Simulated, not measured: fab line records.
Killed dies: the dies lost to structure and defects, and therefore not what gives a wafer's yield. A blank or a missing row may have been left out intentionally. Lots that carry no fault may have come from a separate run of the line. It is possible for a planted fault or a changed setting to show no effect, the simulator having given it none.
Matching of chambers | flow nandHarc | 4 sister chambers for NHARC_P_M0_CMP_23 on cmp-01
The step polishes, t overpolish 20 s, target thk 117.54 nm. 4 wafers are shown with their chamber, then 9 later ones without.

## WAFERS, EACH WITH ITS CHAMBER
wafer  | chamber | timeToEndpointS (s)
L087.6 | 3       | 26
L089.3 | 2       | 37
L089.5 | 0       | 32
L089.6 | 1       | 33

## WAFERS MISSING THEIR CHAMBER
wafer  | timeToEndpointS (s)
L088.3 | 31
L088.4 | 31
L088.6 | 30
L094.1 | 28
L094.3 | 25
L094.4 | 34
L095.3 | 27
L095.5 | 28
L095.6 | 27

## WHICH CHAMBER EACH ONE RAN IN
wafer  | from the rows above          | in truth
L088.3 | can't be placed: 0 or 1      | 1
L088.4 | can't be placed: 0 or 1      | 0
L088.6 | can't be placed: 0 or 1 or 3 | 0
L094.1 | can't be placed: 3 or 0      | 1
L094.3 | 3                            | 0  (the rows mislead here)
L094.4 | can't be placed: 1 or 0 or 2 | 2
L095.3 | 3                            | 3
L095.5 | can't be placed: 3 or 0      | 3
L095.6 | 3                            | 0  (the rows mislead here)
Placed correctly: 1 of 9. Unplaceable from these rows: 6, with the true chamber sitting among the candidates in 5. Placed wrongly: 2.
How it was worked out, from the rows above alone: a wafer's distance from a chamber is the root of the sum, over the readings, of the square of ((its reading less the chamber's mean) divided by the reading's scatter). The wafer belongs to the nearest chamber; if the next one is less than 2 further off, it can't be placed. The mean given for a chamber averages the wafers shown for that chamber. The scatter (one wafer shown for each chamber): square how far every hidden wafer sits from the nearest shown wafer, average those squares and take the square root.
